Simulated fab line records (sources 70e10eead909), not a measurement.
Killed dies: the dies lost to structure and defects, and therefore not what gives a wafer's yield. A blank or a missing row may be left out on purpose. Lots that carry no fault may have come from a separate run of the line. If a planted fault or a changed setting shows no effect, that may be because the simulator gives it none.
The tool behind it: which one?	flow nandHarc	33 wafers sampled from 11 lots at 1 step of a route of 1302

WHAT THE GAUGES SHOWED, per wafer
NHARC_A_CONTACT_CD_MEAS_53.
lot	measured	on	cdNm (nm)
L076	day 22 09:43	cdSem-01	288.8 289.3 289.2
L078	day 23 13:23	cdSem-01	290.1 290.4 290.0
L080	day 24 16:58	cdSem-03	288.5 288.3 288.9
L083	day 25 11:08	cdSem-02	289.3 289.7 290.0
L085	day 26 03:08	cdSem-03	287.4 287.7 287.8
L087	day 26 13:25	cdSem-02	289.9 290.1 290.8
L088	day 27 13:24	cdSem-02	288.1 289.1 288.3
L091	day 28 20:01	cdSem-03	288.0 287.8 288.4
L094	day 29 19:13	cdSem-03	288.5 288.6 287.8
L093	day 30 01:35	cdSem-03	289.6 289.5 289.4
L096	day 30 21:13	cdSem-03	289.6 289.4 289.5

EACH LOT AND THE TOOL THAT RAN IT (in order: tool; ch and the chambers of the sampled wafers; start)
No process step before these readings appears in the record.

THE ANSWER, worked out from the rows above alone
Rule: the lots themselves supply what counts as usual. The widest of any qualifying gaps counts: lots, ordered by their means at a reading, are off when they make up no more than a third of the lots, leave a main group of 4 or more, and stand apart from it by 3 or more times the standard deviation of that group's means. Not used: any main group whose means are identical at the precision the tables above print for the reading. Also off: a lot with no number at a reading for which 4 or more lots have one. The other lots that the step has rows for count as sound.
No lot is off on any of the readings shown, so nothing can be concluded from this.

WHAT THE SIMULATOR HAD INSERTED
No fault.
